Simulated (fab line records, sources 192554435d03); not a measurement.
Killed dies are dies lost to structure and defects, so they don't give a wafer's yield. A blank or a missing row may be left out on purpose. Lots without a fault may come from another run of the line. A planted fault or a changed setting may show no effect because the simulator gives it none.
Which tool did it? | flow n5_finfet | 12 lots, 36 wafers sampled, at 1 step of a route of 1938

WHAT THE GAUGES READ, wafer by wafer
N5_BEOL_M2_INSPECT_59: inspects for defects (darkfield).
lot  | measured     | on                | raw_defect_count
L075 | day 7 03:28  | defect_inspect-02 | 61 76 111
L077 | day 7 19:39  | defect_inspect-01 | 43 32 88
L079 | day 8 15:26  | defect_inspect-01 | 72 80 38
L081 | day 8 21:05  | defect_inspect-02 | 43 48 51
L082 | day 9 09:35  | defect_inspect-02 | 156 94 130
L085 | day 9 20:43  | defect_inspect-02 | 99 81 59
L087 | day 10 07:15 | defect_inspect-01 | 78 91 83
L089 | day 10 21:38 | defect_inspect-02 | 59 90 70
L091 | day 11 12:35 | defect_inspect-02 | 100 83 125
L093 | day 11 23:06 | defect_inspect-01 | 106 99 67
L095 | day 12 04:31 | defect_inspect-02 | 58 120 77
L097 | day 12 23:19 | defect_inspect-01 | 73 88 96

WHICH TOOL RAN EACH LOT (tool, then ch and the chambers of the sampled wafers, then the start)
The record holds no process step before these readings.

THE ANSWER, worked out from the rows above alone
Rule: what is usual is taken from the lots themselves. Put in order of their means at a reading, lots are off if they are a third of the lots or fewer, leave a main group of 4 or more, and stand apart from it by a gap of 3 or more times the standard deviation of the main group's means; of several such gaps the widest counts. A main group whose means are all the same, to the digits that the tables above print for the reading, isn't used. A lot without any number at a reading at which 4 lots or more have one is off too. The other lots that the step has rows for count as sound.
No lot is off at any reading shown: from this, nothing can be told.

WHAT THE SIMULATOR HAD PUT IN
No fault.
